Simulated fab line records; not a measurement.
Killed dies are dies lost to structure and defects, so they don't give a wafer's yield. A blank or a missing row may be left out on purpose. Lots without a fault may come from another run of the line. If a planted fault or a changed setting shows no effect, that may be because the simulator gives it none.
Split-lot study | flow n5_finfet | route with 1938 steps; 7 lots, 21 wafers read

## ON THE SPLIT
At N5_BEOL_M6_COAT_22 (resist thk 30 nm), the setting spin_rpm was moved away from the recipe's 1500 rpm on 5 of the 21 wafers read, by -11.3% to -4.8%. All remaining wafers had this setting at the recipe value.

The reading comes from the split's own step.

## THE READING
CAR-EUV_of_BEOL_M6_COAT_22.thk_nm (the simulator's own value, which no gauge read), in nm, at N5_BEOL_M6_COAT_22 (resist thk 30 nm). There is no usual value for it anywhere in the file. Across the 16 wafers here that went through the recipe, the average is 30.1 nm and the standard deviation 0.11 nm.

wafer  | tool, chamber at the split | spin_rpm as run, rpm | against the recipe | CAR-EUV_of_BEOL_M6_COAT_22.thk_nm, nm | against lot-mates on the recipe
L074.1 | litho_track-04, 0          | 1332                 | -11.2%             | 31.8                                  | +1.8
L074.5 | litho_track-04, 0          | 1332                 | -11.2%             | 31.8                                  | +1.8
L074.3 | litho_track-04, 0          | 1500                 | recipe             | 30                                    | -
L077.1 | litho_track-04, 0          | 1500                 | recipe             | 29.8                                  | -
L077.2 | litho_track-04, 0          | 1500                 | recipe             | 30.2                                  | -
L077.4 | litho_track-04, 0          | 1500                 | recipe             | 30                                    | -
L076.1 | litho_track-02, 0          | 1331                 | -11.3%             | 31.8                                  | +1.8
L076.4 | litho_track-02, 0          | 1500                 | recipe             | 30                                    | -
L076.6 | litho_track-02, 0          | 1500                 | recipe             | 30                                    | -
L079.1 | litho_track-04, 0          | 1500                 | recipe             | 30.2                                  | -
L079.6 | litho_track-04, 0          | 1500                 | recipe             | 30.2                                  | -
L079.2 | litho_track-04, 0          | 1500                 | recipe             | 30                                    | -
L083.1 | litho_track-02, 0          | 1428                 | -4.8%              | 30.8                                  | +0.8
L083.5 | litho_track-02, 0          | 1428                 | -4.8%              | 30.8                                  | +0.8
L083.2 | litho_track-02, 0          | 1500                 | recipe             | 30                                    | -
L086.2 | litho_track-02, 0          | 1500                 | recipe             | 30                                    | -
L086.3 | litho_track-02, 0          | 1500                 | recipe             | 30                                    | -
L086.6 | litho_track-02, 0          | 1500                 | recipe             | 30                                    | -
L087.1 | litho_track-02, 0          | 1500                 | recipe             | 30.2                                  | -
L087.3 | litho_track-02, 0          | 1500                 | recipe             | 30.2                                  | -
L087.6 | litho_track-02, 0          | 1500                 | recipe             | 30                                    | -

THE FIT
A straight line over all 21 wafers: CAR-EUV_of_BEOL_M6_COAT_22.thk_nm changes by -0.156 nm for each +1% of spin_rpm; r = -0.99; the points scatter about the line by 0.1 nm.
The same after taking each lot's own level away (the mean of its wafers on the recipe; 21 wafers): -0.161 nm for each +1%; r = -0.99; scatter 0.084 nm.
According to that fit, moving spin_rpm by its largest amount changes the reading by 1.8 nm.
The lots' own levels span 30.00 to 30.13 nm, that is 1.2 times the standard deviation above.
The two slopes are in agreement: the lot-to-lot level therefore moves the slope only a little.
Check: for one of the wafers moved furthest among these (-11.3%), held out of the fit, the line's prediction against its lot-mates is +1.82 nm. Against them it came out at +1.8 nm.

## THE OTHER SPLITS THESE WAFERS WENT THROUGH
These wafers also went through other splits before the reading. Each is held against what the fit with the lots' levels taken away leaves over:
other split on the same wafers   | wafers away from the commonest value | r with CAR-EUV_of_BEOL_M6_COAT_22.thk_nm (lot level and that fit taken away)
N5_BEOL_M5_EXPOSE_08 dose_mj     | 5                                    | -0.18
N5_BEOL_M5_TRENCH_ETCH_37 time_s | 4                                    | +0.11
N5_BEOL_M5_ETCH_41 source_w      | 10                                   | +0.00

## FILE'S OWN FIT
CAR-EUV_of_BEOL_M6_COAT_22.thk_nm changes by -0.161 nm for each +1% of spin_rpm, r = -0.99.
